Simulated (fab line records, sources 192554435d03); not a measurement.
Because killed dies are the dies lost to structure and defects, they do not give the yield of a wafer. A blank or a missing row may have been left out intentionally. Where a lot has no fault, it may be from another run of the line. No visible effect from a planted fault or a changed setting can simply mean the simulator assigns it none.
fab line records -- flow n5-finfet
record lots=8, wafers=24, last-day=17
route steps=1938 shown BEOL_M4@1111 BEOL_M8@1365 PASSIVATION@1936
lots with no fault: from the same line, run without faults
start-h: hours from the record's opening day to when the first of the lot's shown wafers began -- wait-h: hours elapsed since this lot's preceding step -- " as in the row above -- L1.1+2: one row covering several wafers at once -- - either no value or no given start -- * or withheld: withheld -- < > ~ a bound
route shown NAME@n: names a module that has steps shown in the file, with the first one's number in the route -- usual: the fault-free wafers' mean and standard deviation -- same: alike in all rows -- chamber/n: place in a boat -- sites: the reading at each site -- _std_site: standard deviation of those values -- _edge_site: mean of outer sites minus mean of inner sites -- radius-mm: for every site, how far away it sits from the centre of the wafer -- mask NAME#n: copy n -- behind: the most recent tool/chamber to have shaped the wafer -- hold: why the lot was held/for how many hours/how that ended -- device: which transistor (n, p or np) failed to switch -- end of line: the route-end tests of the same wafers -- step lacking rows: just its recipe -- killed: the dies lost at the first sort to structure and to defects; this is not the yield of the wafer -- map: the dies of a wafer, with x for killed, . for not killed, _ for no die there
set.NAME: the setting that was run; set.NAME@STEP: the one run at that earlier step -- model.NAME: the simulator's own value behind a step, which no gauge read
a sample of lots followed through the steps of the route, with each step as a table and each wafer as a row
services: from which hour (start-h, from the record's first day; less than 0 if before it) a tool's chamber was out of use, for how many hours, and why
## steps
# step N5_BEOL_M4_RC_MEAS_101
# usual DIBL_N=36.6/2.1, DIBL_P=36.3/2.2, IOFF_N=0.16/0.036, IOFF_P=0.21/0.038, ION_N=671/12, ION_P=460/7.5, SS_N=71.8/0.72, SS_P=73.3/0.72, VT_N=250/3.2, VT_P=-250/3.5
lot.wafer,tool,chamber,start-h,wait-h,DIBL_N[mV/V],DIBL_P[mV/V],IOFF_N[nA/um],IOFF_P[nA/um],ION_N[uA/um],ION_P[uA/um],SS_N[mV/dec],SS_P[mV/dec],VT_N[mV],VT_P[mV]
L179.1,prober-02,0,162.49,0.0,40.1,39.8,0.20,0.21,675,456,72.6,73.9,248,-254
L179.2,prober-02,0,162.49,0.0,35.0,35.4,0.12,0.16,655,453,71.2,72.8,253,-257
L179.3,prober-02,0,162.49,0.0,37.9,38.1,0.16,0.19,669,456,71.4,73.9,252,-257
L186.1,prober-02,0,212.55,0.0,38.0,36.7,0.17,0.23,659,459,72.0,73.5,249,-247
L186.3,prober-02,0,212.55,0.0,39.1,37.5,0.18,0.24,674,465,72.2,73.8,248,-248
L186.6,prober-02,0,212.55,0.0,40.2,38.5,0.21,0.26,673,461,72.8,73.4,245,-247
L193.2,prober-01,0,243.35,0.7,34.3,34.3,0.13,0.17,644,444,72.1,73.3,256,-256
L193.4,prober-01,0,243.35,0.7,35.9,36.8,0.16,0.21,667,463,71.9,72.9,250,-252
L193.6,prober-01,0,243.35,0.7,36.2,37.5,0.17,0.22,673,458,72.4,73.7,246,-251
L194.2,prober-02,0,247.75,0.2,36.7,37.9,0.18,0.20,693,467,71.2,73.5,249,-253
L194.3,prober-02,0,247.75,0.2,36.1,37.2,0.16,0.19,675,455,70.8,73.3,250,-253
L194.6,prober-02,0,247.75,0.2,38.2,38.9,0.19,0.22,673,460,72.4,73.5,251,-248
L195.4,prober-01,0,267.92,0.5,34.9,32.9,0.12,0.14,655,446,71.3,72.5,257,-259
L195.5,prober-01,0,267.92,0.5,37.2,36.5,0.15,0.19,647,445,72.3,73.5,253,-253
L195.6,prober-01,0,267.92,0.5,40.3,40.3,0.23,0.26,696,465,72.1,75.3,245,-249
L200.2,prober-01,0,290.95,0.2,37.2,35.3,0.16,0.24,658,456,72.2,73.5,251,-246
L200.3,prober-01,0,290.95,0.2,33.6,32.8,0.12,0.21,666,468,70.6,72.2,255,-249
L200.5,prober-01,0,290.95,0.2,34.7,33.9,0.14,0.21,667,469,70.3,72.7,247,-246
L201.1,prober-01,0,299.79,0.0,36.2,34.9,0.14,0.17,672,461,71.9,72.5,251,-255
L201.2,prober-01,0,299.79,0.0,36.7,35.4,0.14,0.19,673,463,71.5,73.0,250,-253
L201.3,prober-01,0,299.79,0.0,34.0,31.1,0.10,0.13,659,451,70.7,71.5,254,-258
L202.3,prober-02,0,300.27,0.3,35.4,34.1,0.15,0.20,671,462,70.7,73.4,250,-248
L202.4,prober-02,0,300.27,0.3,36.7,37.2,0.17,0.27,686,478,71.8,73.5,247,-245
L202.6,prober-02,0,300.27,0.3,36.5,36.3,0.16,0.23,678,467,71.5,74.0,249,-246
# step N5_BEOL_M8_CD_MEAS_28
# recipe target-cd-nm=40, landing-energy-ev=500, detector=se-inlens
# usual cd-nm=39.97/0.24
# same landing-energy-ev=500
lot.wafer,tool,chamber,start-h,wait-h,cd-nm
L179.1,cd-sem-01,0,199.33,-,40.11
L179.2,cd-sem-01,0,199.33,-,39.99
L179.3,cd-sem-01,0,199.33,-,40.58
L186.1,cd-sem-02,0,243.84,-,40.12
L186.3,cd-sem-02,0,243.84,-,40.26
L186.6,cd-sem-02,0,243.84,-,40.03
L193.2,cd-sem-01,0,281.84,-,39.71
L193.4,cd-sem-01,0,281.84,-,39.57
L193.6,cd-sem-01,0,281.84,-,39.62
L194.2,cd-sem-02,0,281.91,-,39.79
L194.3,cd-sem-02,0,281.91,-,39.85
L194.6,cd-sem-02,0,281.91,-,40.47
L195.4,cd-sem-03,0,298.69,-,39.86
L195.5,cd-sem-03,0,298.69,-,40.08
L195.6,cd-sem-03,0,298.69,-,39.93
L200.2,cd-sem-01,0,326.92,-,40.07
L200.3,cd-sem-01,0,326.92,-,39.85
L200.5,cd-sem-01,0,326.92,-,39.94
L202.3,cd-sem-02,0,333.87,-,40.00
L202.4,cd-sem-02,0,333.87,-,40.03
L202.6,cd-sem-02,0,333.87,-,40.03
L201.1,cd-sem-01,0,337.44,-,39.94
L201.2,cd-sem-01,0,337.44,-,40.14
L201.3,cd-sem-01,0,337.44,-,40.00
# step N5_BEOL_M8_ETCH_65
# recipe chemistry=CF4, target=SiARC, target-depth-a=156, mask-material=CAR-EUV, time-s=26, ion-energy-ev=80, pressure-mtorr=40, source-w=545, bias-w=36, Ar_flow_sccm=100, cf4-flow-sccm=100, ends=cleared
# usual bias-w=35.99/0.1, cf4-flow-sccm=99.94/0.27, drypump-motor-current-A=5.9/0.39, etch-rf-on-time-s=25.9/0.56, oes-product-au=0.70/0.072, rf-vpp-V=184.1/0.99, showerhead-plenum-p-Torr=2.15/0.05, throttle-valve-pct=15.59/0.27
lot.wafer,tool,chamber,start-h,wait-h,bias-w,cf4-flow-sccm,drypump-motor-current-A,etch-rf-on-time-s,oes-product-au,rf-hours-counter-h,rf-vpp-V,showerhead-plenum-p-Torr,throttle-valve-pct
L179.1,rie-diel-04,1,199.51,0.0,36.01,100.01,6.6,26.2,0.70,69,181.6,2.08,15.51
L179.2,rie-diel-04,0,199.51,0.0,36.01,100.22,5.9,24.9,0.78,26,186.3,2.17,15.03
L179.3,rie-diel-04,2,199.51,0.0,36.03,99.56,5.4,26.5,0.56,242,184.8,2.21,15.99
L186.1,rie-diel-01,0,244.60,0.0,35.85,100.01,5.9,27.4,0.59,237,183.6,2.03,16.04
L186.3,rie-diel-01,2,244.60,0.0,35.89,99.57,6.5,26.0,0.77,27,183.8,2.18,15.33
L186.6,rie-diel-01,0,244.60,0.0,36.02,99.96,5.9,27.5,0.58,-,182.5,2.03,16.06
L193.2,rie-diel-04,2,282.01,0.0,-,-,-,-,-,-,-,-,-
L193.4,rie-diel-04,3,282.01,0.0,-,-,-,-,-,-,-,-,-
L193.6,rie-diel-04,2,282.01,0.0,-,-,-,-,-,-,-,-,-
L194.2,rie-diel-01,2,282.09,0.0,-,-,-,-,-,-,-,-,-
L194.3,rie-diel-01,1,282.09,0.0,-,-,-,-,-,-,-,-,-
L194.6,rie-diel-01,1,282.09,0.0,-,-,-,-,-,-,-,-,-
L195.4,rie-diel-04,0,298.86,0.0,-,-,-,-,-,-,-,-,-
L195.5,rie-diel-04,1,298.86,0.0,-,-,-,-,-,-,-,-,-
L195.6,rie-diel-04,0,298.86,0.0,-,-,-,-,-,-,-,-,-
L200.2,rie-diel-04,0,327.09,0.0,35.83,99.86,5.9,25.3,0.72,76,183.6,2.16,15.15
L200.3,rie-diel-04,2,327.09,0.0,36.16,99.75,5.4,25.5,0.77,31,184.9,2.20,15.59
L200.5,rie-diel-04,0,327.09,0.0,35.99,99.60,5.9,25.2,0.72,-,183.7,2.16,15.15
L202.3,rie-diel-04,0,334.04,0.0,36.11,100.04,5.9,25.4,0.71,78,183.7,2.15,15.15
L202.4,rie-diel-04,3,334.04,0.0,36.08,100.19,5.2,26.2,0.76,31,183.0,2.09,15.70
L202.6,rie-diel-04,0,334.04,0.0,36.07,100.13,5.9,25.6,0.71,-,183.8,2.16,15.14
L201.1,rie-diel-01,2,338.00,0.0,36.04,99.95,6.5,26.3,0.71,62,184.4,2.17,15.41
L201.2,rie-diel-01,1,338.00,0.0,36.10,100.18,5.8,25.8,0.72,76,184.2,2.16,15.50
L201.3,rie-diel-01,0,338.00,0.0,36.15,100.14,5.9,26.3,0.79,9,185.9,2.27,15.60
# step N5_BEOL_M8_ETCH_66
# recipe chemistry=N2/H2, target=SOC, target-depth-a=800, overetch-a=160, mask-material=SiARC, temp-c=40, time-s=120, ion-energy-ev=200, pressure-mtorr=30, source-w=840, bias-w=150, n2-flow-sccm=200, h2-flow-sccm=200
# usual bias-w=150.0/0.45, chamber-pressure-mTorr=29.999/0.028, drypump-motor-current-A=5.9/0.39, n2-flow-sccm=200.0/0.58, oes-product-au=0.63/0.062, rf-vpp-V=524.1/1.8, showerhead-plenum-p-Torr=2.55/0.057, throttle-valve-pct=17.8/0.31
# same time-s=120
lot.wafer,tool,chamber,start-h,wait-h,bias-w,chamber-pressure-mTorr,drypump-motor-current-A,n2-flow-sccm,oes-product-au,rf-hours-counter-h,rf-vpp-V,showerhead-plenum-p-Torr,throttle-valve-pct
L179.1,rie-diel-04,1,199.53,0.0,150.2,30.001,6.6,198.7,0.64,69,522.2,2.47,17.7
L179.2,rie-diel-04,0,199.53,0.0,149.6,29.985,5.8,199.8,0.68,26,524.9,2.60,17.3
L179.3,rie-diel-04,2,199.53,0.0,149.1,30.015,5.4,199.4,0.51,242,525.3,2.62,18.1
L186.1,rie-diel-01,0,244.63,0.0,149.9,29.997,5.9,199.1,0.54,238,519.6,2.39,18.2
L186.3,rie-diel-01,2,244.63,0.0,149.8,29.973,6.4,200.0,0.70,27,524.7,2.58,17.4
L186.6,rie-diel-01,0,244.63,0.0,149.9,30.016,5.9,199.8,0.54,-,519.3,2.39,18.2
L193.2,rie-diel-04,2,282.04,0.0,150.3,29.987,5.4,200.5,0.34,15,525.8,2.61,17.8
L193.4,rie-diel-04,3,282.04,0.0,150.0,30.006,5.2,199.4,0.35,13,523.0,2.50,18.0
L193.6,rie-diel-04,2,282.04,0.0,149.7,29.975,5.4,200.6,0.35,-,525.2,2.61,17.8
L194.2,rie-diel-01,2,282.11,0.0,149.7,29.943,6.4,200.2,0.33,40,522.8,2.58,17.4
L194.3,rie-diel-01,1,282.11,0.0,150.4,30.027,5.8,199.2,0.33,51,523.8,2.60,17.7
L194.6,rie-diel-01,1,282.11,0.0,150.9,30.002,5.8,200.0,0.33,-,525.7,2.60,17.7
L195.4,rie-diel-04,0,298.88,0.0,150.4,30.034,5.9,199.6,0.31,66,523.8,2.58,17.4
L195.5,rie-diel-04,1,298.88,0.0,149.4,29.999,6.6,200.4,0.29,-,522.1,2.45,17.8
L195.6,rie-diel-04,0,298.88,0.0,150.4,30.021,5.9,199.6,0.31,-,523.6,2.58,17.4
L200.2,rie-diel-04,0,327.12,0.0,150.0,29.971,6.0,199.8,0.63,76,526.0,2.58,17.4
L200.3,rie-diel-04,2,327.12,0.0,151.0,29.998,5.4,199.8,0.69,31,525.4,2.60,17.8
L200.5,rie-diel-04,0,327.12,0.0,150.0,29.978,5.9,200.0,0.63,-,523.8,2.58,17.4
L202.3,rie-diel-04,0,334.07,0.0,150.0,29.978,5.9,200.4,0.63,78,524.5,2.58,17.4
L202.4,rie-diel-04,3,334.07,0.0,150.0,29.994,5.2,200.1,0.68,31,523.0,2.49,18.1
L202.6,rie-diel-04,0,334.07,0.0,149.8,30.019,5.9,200.1,0.63,-,524.3,2.58,17.4
L201.1,rie-diel-01,2,338.03,0.0,150.7,29.992,6.5,200.4,0.65,62,525.2,2.57,17.5
L201.2,rie-diel-01,1,338.03,0.0,150.6,29.938,5.8,200.1,0.63,76,525.2,2.59,17.9
L201.3,rie-diel-01,0,338.03,0.0,149.7,30.034,5.9,200.7,0.72,9,528.1,2.70,17.8
# step N5_BEOL_M8_STRIP_36
# recipe chemistry=N2/H2, power-w=450, temp-c=40, pressure-mtorr=20, rf-frequency-hz=6e+07, overash-fraction=0.3, bias-power-w=7, h2-frac=0.5, n2-flow-sccm=200, h2-flow-sccm=200
# usual drypump-motor-current-A=5.9/0.39, n2-flow-sccm=200.0/0.57, oes-product-au=0.82/0.085, rf-vpp-V=59.3/1.4, showerhead-plenum-p-Torr=2.55/0.057, throttle-valve-pct=23.7/0.38
lot.wafer,tool,chamber,start-h,wait-h,drypump-motor-current-A,n2-flow-sccm,oes-product-au,rf-hours-counter-h,rf-vpp-V,showerhead-plenum-p-Torr,throttle-valve-pct
L179.1,rie-diel-04,1,199.69,0.0,6.6,199.1,0.82,69,58.9,2.47,23.6
L179.2,rie-diel-04,0,199.69,0.0,5.9,199.4,0.92,26,58.3,2.60,23.2
L179.3,rie-diel-04,2,199.69,0.0,5.4,200.1,0.67,242,59.6,2.61,24.0
L186.1,rie-diel-01,0,244.78,0.0,5.9,200.7,0.70,238,58.7,2.39,24.0
L186.3,rie-diel-01,2,244.78,0.0,6.4,199.7,0.92,27,57.7,2.58,23.1
L186.6,rie-diel-01,0,244.78,0.0,5.9,199.7,0.70,-,59.0,2.39,24.0
L193.2,rie-diel-04,2,282.19,0.0,5.4,201.7,0.94,15,61.4,2.60,23.8
L193.4,rie-diel-04,3,282.19,0.0,5.2,199.9,0.94,13,59.2,2.50,24.1
L193.6,rie-diel-04,2,282.19,0.0,5.4,200.6,0.94,-,58.1,2.60,23.8
L194.2,rie-diel-01,2,282.27,0.0,6.4,200.7,0.88,40,60.8,2.57,23.1
L194.3,rie-diel-01,1,282.27,0.0,5.8,198.9,0.89,52,60.0,2.59,23.8
L194.6,rie-diel-01,1,282.27,0.0,5.8,199.3,0.89,-,59.3,2.59,23.8
L195.4,rie-diel-04,0,299.04,0.0,5.9,199.9,0.86,67,59.7,2.58,23.2
L195.5,rie-diel-04,1,299.04,0.0,6.6,200.4,0.80,-,58.4,2.45,23.6
L195.6,rie-diel-04,0,299.04,0.0,5.9,199.6,0.85,-,58.8,2.58,23.2
L200.2,rie-diel-04,0,327.27,0.0,5.9,199.9,0.83,77,58.5,2.57,23.2
L200.3,rie-diel-04,2,327.27,0.0,5.4,200.4,0.91,31,57.7,2.60,23.8
L200.5,rie-diel-04,0,327.27,0.0,5.9,199.8,0.83,-,61.0,2.57,23.2
L202.3,rie-diel-04,0,334.22,0.0,5.9,200.5,0.84,78,58.3,2.57,23.3
L202.4,rie-diel-04,3,334.22,0.0,5.2,201.2,0.88,31,59.4,2.49,24.2
L202.6,rie-diel-04,0,334.22,0.0,5.9,199.9,0.81,-,58.6,2.57,23.2
L201.1,rie-diel-01,2,338.18,0.0,6.4,200.3,0.85,63,60.9,2.56,23.1
L201.2,rie-diel-01,1,338.18,0.0,5.8,199.7,0.86,76,60.2,2.58,23.8
L201.3,rie-diel-01,0,338.18,0.0,5.9,200.2,0.96,9,62.9,2.70,23.7
# step N5_BEOL_M8_ETCH_41
# recipe chemistry=CH3F/O2, target=SiCN, target-depth-a=319, taper-deg=2, time-s=57.8, ion-energy-ev=120, mask-material=TiN, pressure-mtorr=30, source-w=395, bias-w=75, Ar_flow_sccm=150, CH3F_flow_sccm=30, O2_flow_sccm=20
# usual CH3F_flow_sccm=29.99/0.083, O2_flow_sccm=20.00/0.063, drypump-motor-current-A=5.9/0.39, oes-product-au=0.82/0.085, rf-vpp-V=297.4/1.2, showerhead-plenum-p-Torr=2.01/0.048, throttle-valve-pct=16.31/0.27
# same time-s=57.8
lot.wafer,tool,chamber,start-h,wait-h,CH3F_flow_sccm,O2_flow_sccm,drypump-motor-current-A,oes-product-au,rf-hours-counter-h,rf-vpp-V,showerhead-plenum-p-Torr,throttle-valve-pct
L179.1,rie-diel-04,1,-,-,29.91,19.98,6.6,0.81,69,296.9,1.94,16.24
L179.2,rie-diel-04,0,-,-,29.96,20.06,5.9,0.90,26,298.9,2.04,15.79
L179.3,rie-diel-04,2,-,-,30.18,20.01,5.4,0.67,242,299.5,2.06,16.65
L186.1,rie-diel-01,0,-,-,29.93,19.94,6.0,0.68,238,294.3,1.88,16.70
L186.3,rie-diel-01,2,-,-,30.11,19.96,6.5,0.90,27,297.5,2.04,16.04
L186.6,rie-diel-01,0,-,-,29.89,20.07,6.0,0.69,-,294.7,1.88,16.69
L193.2,rie-diel-04,2,-,-,29.98,20.03,5.4,0.94,15,298.5,2.05,16.25
L193.4,rie-diel-04,3,-,-,29.87,20.07,5.2,0.93,13,297.4,1.96,16.38
L193.6,rie-diel-04,2,-,-,30.11,20.12,5.4,0.94,-,297.1,2.05,16.26
L194.2,rie-diel-01,2,-,-,29.86,19.93,6.5,0.89,40,297.4,2.04,16.06
L194.3,rie-diel-01,1,-,-,29.98,20.04,5.8,0.88,52,298.6,2.04,16.23
L194.6,rie-diel-01,1,-,-,30.02,19.99,5.8,0.88,-,297.7,2.04,16.22
L195.4,rie-diel-04,0,-,-,29.93,19.95,5.9,0.83,67,297.7,2.02,15.85
L195.5,rie-diel-04,1,-,-,29.95,19.98,6.6,0.77,-,295.8,1.93,16.32
L195.6,rie-diel-04,0,-,-,29.99,19.99,5.9,0.84,-,298.1,2.02,15.86
L200.2,rie-diel-04,0,-,-,29.95,20.14,5.9,0.83,77,296.9,2.02,15.90
L200.3,rie-diel-04,2,-,-,29.90,20.07,5.4,0.89,31,298.0,2.05,16.28
L200.5,rie-diel-04,0,-,-,29.85,20.03,5.9,0.83,-,297.6,2.02,15.87
L202.3,rie-diel-04,0,-,-,30.11,20.03,5.9,0.84,79,298.1,2.02,15.89
L202.4,rie-diel-04,3,-,-,30.15,20.02,5.2,0.89,31,295.4,1.95,16.41
L202.6,rie-diel-04,0,-,-,29.92,19.91,5.9,0.82,-,296.1,2.02,15.89
L201.1,rie-diel-01,2,-,-,29.88,19.96,6.5,0.84,63,297.6,2.03,16.11
L201.2,rie-diel-01,1,-,-,30.03,20.06,5.8,0.85,76,298.2,2.03,16.27
L201.3,rie-diel-01,0,-,-,29.87,20.07,5.9,0.95,9,301.0,2.12,16.26
# step N5_PASSIVATION_PROBE_49
# usual defect-limited-yield=91.1/1.4, killed_at_M0_to_M3=33/9.1, killed_at_M4_up=14/5.6, killed-at-contacts=13/5.7, killed-at-front-end=42/12, killed-at-other=4/3, killed-dies=105/16, killed-on-rim=13/4, killed-open=69/11, killed-short=34/7.5, sort_bin_5_function=5.2/0.91, sort_bin_6_memory=3.3/0.64, sort-n-pass=1075/16, sort-yield-pct=91.1/1.4
# same gross-dies=1180, killed-at-back-side=0, sort_bin_4_leakage[%]=0, sort_bin_8_speed[%]=0
lot.wafer,tool,chamber,start-h,wait-h,defect-limited-yield[%],killed_at_M0_to_M3,killed_at_M4_up,killed-at-contacts,killed-at-front-end,killed-at-other,killed-dies,killed-on-rim,killed-open,killed-short,sort_bin_5_function[%],sort_bin_6_memory[%],sort-n-pass,sort-yield-pct[%]
L193.2,prober-01,-,344.75,0.1,0,27,1056,24,66,7,1180,152,87,45,95.5,4.1,0,0
L193.4,prober-01,-,344.85,0.2,0,31,1071,32,44,2,1180,152,90,25,96.2,3.6,0,0
L193.6,prober-01,-,344.95,0.3,0,24,1064,28,62,2,1180,152,95,37,95.8,3.8,0,0
L194.2,prober-02,-,346.04,0.1,0,26,1099,3,51,1,1180,152,77,30,96.1,3.6,0,0
L194.3,prober-02,-,346.09,0.1,0,37,1096,15,31,1,1180,152,66,31,97.0,2.8,0,0
L194.6,prober-02,-,346.24,0.3,0,27,1108,10,35,0,1180,152,69,21,96.3,3.6,0,0
L195.4,prober-02,-,362.59,0.2,0,27,1084,11,56,2,1180,152,64,40,95.9,3.7,0,0
L195.5,prober-02,-,362.64,0.2,0,36,1081,11,47,5,1180,152,81,44,95.7,3.4,0,0
L195.6,prober-02,-,362.69,0.3,0,49,1068,18,40,5,1180,152,90,38,95.8,4.0,0,0
# killed by level:class
L193.2 BEOL_M8:area-etch=1048 STI_FIN_REVEAL:geometric-particle:open=22 MOL_CONTACT_COAG:geometric-particle:open=17 FIN_SAQP:geometric-particle:open=15 BEOL_M3:geometric-particle:open=12 STI_FIN_REVEAL:geometric-particle:short=8 MOL_CONTACT_COAG:geometric-particle:short=7 FIN_SAQP:geometric-particle:short=6
L193.4 BEOL_M8:area-etch=1064 MOL_CONTACT_COAG:geometric-particle:open=23 STI_FIN_REVEAL:geometric-particle:open=17 BEOL_M3:geometric-particle:open=15 FIN_SAQP:geometric-particle:open=10 MOL_CONTACT_COAG:geometric-particle:short=8 DUMMY_GATE:geometric-particle:open=5 BEOL_M0_SAQP:geometric-particle:short=5
L193.6 BEOL_M8:area-etch=1048 STI_FIN_REVEAL:geometric-particle:open=23 MOL_CONTACT_COAG:geometric-particle:open=20 FIN_SAQP:geometric-particle:short=13 BEOL_M4:geometric-particle:open=10 FIN_SAQP:geometric-particle:open=9 MOL_CONTACT_COAG:geometric-particle:short=8 BEOL_M3:geometric-particle:open=7
L194.2 BEOL_M8:area-etch=1073 STI_FIN_REVEAL:geometric-particle:open=18 BEOL_M2:geometric-particle:open=10 BEOL_M4:geometric-particle:open=10 FIN_SAQP:geometric-particle:short=6 FIN_SAQP:geometric-particle:open=6 GATE_CUT:geometric-particle:short=6 BEOL_M0_SAQP:geometric-particle:short=5
L194.3 BEOL_M8:area-etch=1083 MOL_CONTACT_COAG:geometric-particle:open=12 BEOL_M0_SAQP:geometric-particle:short=10 BEOL_M0_SAQP:geometric-particle:open=8 GATE_CUT:geometric-particle:short=5 BEOL_M1:geometric-particle:open=5 BEOL_M6:geometric-particle:open=5 FIN_SAQP:geometric-particle:short=4
L194.6 BEOL_M8:area-etch=1088 STI_FIN_REVEAL:geometric-particle:open=20 MOL_CONTACT_COAG:geometric-particle:open=9 BEOL_M4:geometric-particle:open=8 BEOL_M3:geometric-particle:open=5 BEOL_M0_SAQP:geometric-particle:open=5 BEOL_M5:geometric-particle:open=5 STI_FIN_REVEAL:geometric-particle:short=4
L195.4 BEOL_M8:area-etch=1076 FIN_SAQP:geometric-particle:open=12 FIN_SAQP:geometric-particle:short=12 MOL_CONTACT_COAG:geometric-particle:open=9 DUMMY_GATE:geometric-particle:open=6 BEOL_M1:geometric-particle:open=6 STI_FIN_REVEAL:geometric-particle:open=5 BEOL_M0_SAQP:geometric-particle:open=4
L195.5 BEOL_M8:area-etch=1055 BEOL_M4:geometric-particle:open=16 BEOL_M1:geometric-particle:open=9 MOL_CONTACT_COAG:geometric-particle:open=7 BEOL_M0_SAQP:geometric-particle:short=7 BEOL_M2:geometric-particle:open=7 FIN_SAQP:geometric-particle:short=6 BEOL_M3:geometric-particle:open=6
L195.6 BEOL_M8:area-etch=1052 BEOL_M2:geometric-particle:open=19 MOL_CONTACT_COAG:geometric-particle:open=14 BEOL_M4:geometric-particle:open=10 GATE_CUT:geometric-particle:short=8 BEOL_M0_SAQP:geometric-particle:open=8 BEOL_M3:geometric-particle:open=8 FIN_SAQP:geometric-particle:open=6
## services
tool,chamber,start-h,hours,kind
rie-diel-04,2,220.67,-,clean
rie-diel-04,2,220.67,-,consumable-replace:focus-ring
rie-diel-04,2,220.67,14.0,scheduled-down
rie-diel-04,2,220.67,14.0,vent-cycle
rie-diel-04,3,234.81,-,clean
rie-diel-04,3,234.81,-,consumable-replace:focus-ring
rie-diel-04,3,234.81,14.7,scheduled-down
rie-diel-04,3,234.81,14.7,vent-cycle
rie-diel-04,2,265.77,9.3,repair
rie-diel-01,0,286.63,-,clean
rie-diel-01,0,286.63,-,consumable-replace:focus-ring
rie-diel-01,0,286.63,-,consumable-replace:showerhead
rie-diel-01,0,286.63,28.2,scheduled-down
rie-diel-01,0,286.63,28.2,vent-cycle
## key
first-sign step=N5_BEOL_M8_ETCH_65, reading=tool-record, direction=missing
effect step=N5_BEOL_M8_ETCH_66, reading=oes-product-au, direction=down, sigmas=4.8, usual=0.63, struck=0.33
effect step=N5_PASSIVATION_PROBE_49, reading=killed_at_M4_up, direction=up, sigmas=99+, usual=14, struck=1081
more-kills-born-at N5_BEOL_M8_ETCH_65@rie-diel-04=6343, N5_BEOL_M8_ETCH_65@rie-diel-01=3244
met-at N5_BEOL_M8_ETCH_65
struck-lots L193,L194,L195
later-rows-left-out L193.2,L193.4,L193.6,L194.2,L194.3,L194.6,L195.4,L195.5,L195.6
not-acting-at N5_BEOL_M8_CD_MEAS_28,N5_BEOL_M8_STRIP_36,N5_BEOL_M8_ETCH_41
onset-between 244.60 282.01
fault kind=skipped-step-whole, tool=rie-diel-01,rie-diel-04, chamber=-, onset-h=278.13, steps=N5_BEOL_M8_ETCH_65, scope=struck-lots-only
# later-rows-left-out: the simulator's readings of these wafers behind a module that went badly wrong aren't trusted and aren't shown, but for the sort
